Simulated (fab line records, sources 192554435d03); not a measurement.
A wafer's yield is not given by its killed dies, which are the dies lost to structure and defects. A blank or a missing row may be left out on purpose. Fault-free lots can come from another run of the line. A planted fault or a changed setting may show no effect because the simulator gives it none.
A lot that was struck, set against a sound lot || flow n5 finfet || 36 out of 1938 route steps
Sound: the wafers L879.2, L879.3, L879.5. Struck: wafers L876.4, L876.6. The cause is given at the end.
At each step with rows: each side's tool, then ch and its chambers, then its first start. Under that, the readings that differ: sound wafers || struck wafers || difference of the means || sigmas: that difference in standard deviations of wafers without a fault.
alike: readings with means less than 2 such deviations apart, plus words and numbers identical on both sides. not compared: withheld readings, readings lacking a value on some wafer, bounds such as >300 that could conceal the same value, and numbers that have no deviation in the record and whose values overlap.
The two part at a step that has a row with sigmas, a row that says differs or no value, or rows on one side only. Non-overlapping numbers with no deviation appear without sigmas and do not part them. Lack of a reading on every wafer of one side parts them only where that side has two or more wafers.

first, 8 steps without rows for these wafers: N5_MOL_CONTACT_COAG_PRECLEAN_138 (cleans in alkaline clean, time 60 s); N5_MOL_CONTACT_COAG_SRD_139 (time 30 s); N5_MOL_CONTACT_COAG_PRE_CLEAN_121; N5_MOL_CONTACT_COAG_CVD_140 (deposits W, target thk 66.5 nm, time 215 s); N5_MOL_CONTACT_COAG_PRECLEAN_127 (cleans in DIW, time 57.5 s); N5_MOL_CONTACT_COAG_SRD_128 (dry time 32 s); N5_MOL_CONTACT_COAG_CMP_52 (polishes, stops on SiO2, t overpolish 1.5 s, target thk 66.5 nm); N5_MOL_CONTACT_COAG_ANNEAL_112 (time 1800 s).
N5_BEOL_M0_SAQP_PECVD_00: deposits SiCN from 3MS/NH3, target thk 8 nm, time 14 s.
  sound on pecvd-02 ch 0,1,2, day 11 04:58; struck on pecvd-01 ch 0,1, day 10 07:08
{"reading": "showerhead plenum p Torr (Torr)", "sound": "3.675 3.675 3.678", "struck": "3.645 3.666", "difference": -0.020, "sigmas": -2}
{"reading": "model.SiCN_of_BEOL_M0_SAQP_PECVD_00.thk nm (nm)", "sound": "8 7.8 8", "struck": "7.4 7.4", "difference": -0.5, "sigmas": ""}
  alike: throttle valve pct
then, 25 steps without rows for these wafers: N5_BEOL_M0_SAQP_ILD_DEP_01 (deposits SiOC from DEMS/O2, target thk 45.419 nm, time 8.7 s); N5_BEOL_M0_SAQP_HM_DEP_02 (deposits TiN, target thk 12 nm); N5_BEOL_M0_SAQP_PECVD_03 (deposits SiCN from 3MS/NH3, target thk 12 nm, time 21.1 s); N5_BEOL_M0_SAQP_PECVD_96 (deposits a-Si from SiH4/He, target thk 45 nm, time 45.2 s); N5_BEOL_M0_SAQP_PECVD_97 (deposits SiNx from SiH4/NH3/N2, target thk 23 nm, time 19.9 s); N5_BEOL_M0_SAQP_PECVD_04 (deposits a-Si from SiH4/He, target thk 60 nm, time 60.2 s); N5_BEOL_M0_SAQP_HM_DEP_111 (deposits SiO2 from SiH4/N2O, target thk 12 nm, time 7.2 s); N5_BEOL_M0_SAQP_COAT_81 (time 60 s, resist thk 100 nm); N5_BEOL_M0_SAQP_COAT_82 (time 60 s, resist thk 30 nm); N5_BEOL_M0_SAQP_COAT_08 (resist thk 90 nm); N5_BEOL_M0_SAQP_EBR_10; N5_BEOL_M0_SAQP_SOFTBAKE_09 (time 60 s); N5_BEOL_M0_SAQP_EXPOSE_11 (exposes mask M0 CORE, target cd 42 nm); N5_BEOL_M0_SAQP_PEB_12 (peb time 60 s); N5_BEOL_M0_SAQP_DEVELOP_13 (develop time 30 s); N5_BEOL_M0_SAQP_DESCUM_19 (chemistry O2, time 7.9 s); N5_BEOL_M0_SAQP_ETCH_83 (etches SiARC in CF4, target depth 39 nm, time 65 s); N5_BEOL_M0_SAQP_ETCH_84 (etches SOC in N2/H2, target depth 100 nm, overetch 20 nm, time 150 s); N5_BEOL_M0_SAQP_STRIP_80 (strips in N2/H2); N5_BEOL_M0_SAQP_HM_OPEN_112 (chemistry CHF3/O2, target SiO2, stops on a-Si, target depth 12 nm, time 13.5 s); N5_BEOL_M0_SAQP_STRIP_113 (strips in CHF3/O2); N5_BEOL_M0_SAQP_MANDREL_ETCH_20 (etches a-Si in HBr/Cl2, stops on SiNx, target depth 60 nm, bt time 10 s, time 30 s); N5_BEOL_M0_SAQP_STRIP_86 (strips in N2/H2); N5_BEOL_M0_SAQP_STRIP_115 (strips in post etch residue remover, time 60 s); N5_BEOL_M0_SAQP_SRD_93 (time 30 s).
N5_BEOL_M0_ETCH_109: etches SiCN in CH3F/O2, target depth 8 nm, overetch 2.4 nm, time 27.4 s.
  sound on rie diel-06 ch 0,1,2, day 11 19:10; struck on rie diel-03 ch 0,1, day 10 20:17
{"reading": "model.etch.depth nm (nm)", "sound": "7.953 7.723 7.967", "struck": "7.38 7.459", "difference": -0.46, "sigmas": ""}
  alike: drypump motor current A, oes product au, rf vpp V, showerhead plenum p Torr, throttle valve pct
  not compared: rf hours counter h
-- a jump in the record: the struck wafers' starts before and after are 4 days apart (it breaks off in module BEOL_M0 and resumes in module BEOL_M4, where the first step shown is number 1111 of the route) --
N5_BEOL_M4_RC_MEAS_101:
  sound on prober-02 ch 0, day 16 03:26; struck on prober-01 ch 0, day 15 03:05
{"reading": "ION_N (uA/um)", "sound": "691 676 688", "struck": "659 673", "difference": -19, "sigmas": -2}
{"reading": "ION_P (uA/um)", "sound": "475 461 468", "struck": "451 456", "difference": -14, "sigmas": -2}
{"reading": "VT_P (mV)", "sound": "-247.9 -248.3 -248.6", "struck": "-255.1 -253.2", "difference": -5.9, "sigmas": -2}
  alike: DIBL_N, DIBL_P, IOFF_N, IOFF_P, SS_N, SS_P, VT_N

WHERE THEY PART
At N5_BEOL_M0_SAQP_PECVD_00 first; at N5_BEOL_M4_RC_MEAS_101 last (within this record only).

WHY: whatever the simulator had introduced
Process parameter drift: pecvd-01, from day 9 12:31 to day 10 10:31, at N5_BEOL_M0_SAQP_PECVD_00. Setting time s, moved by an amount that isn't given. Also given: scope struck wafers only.
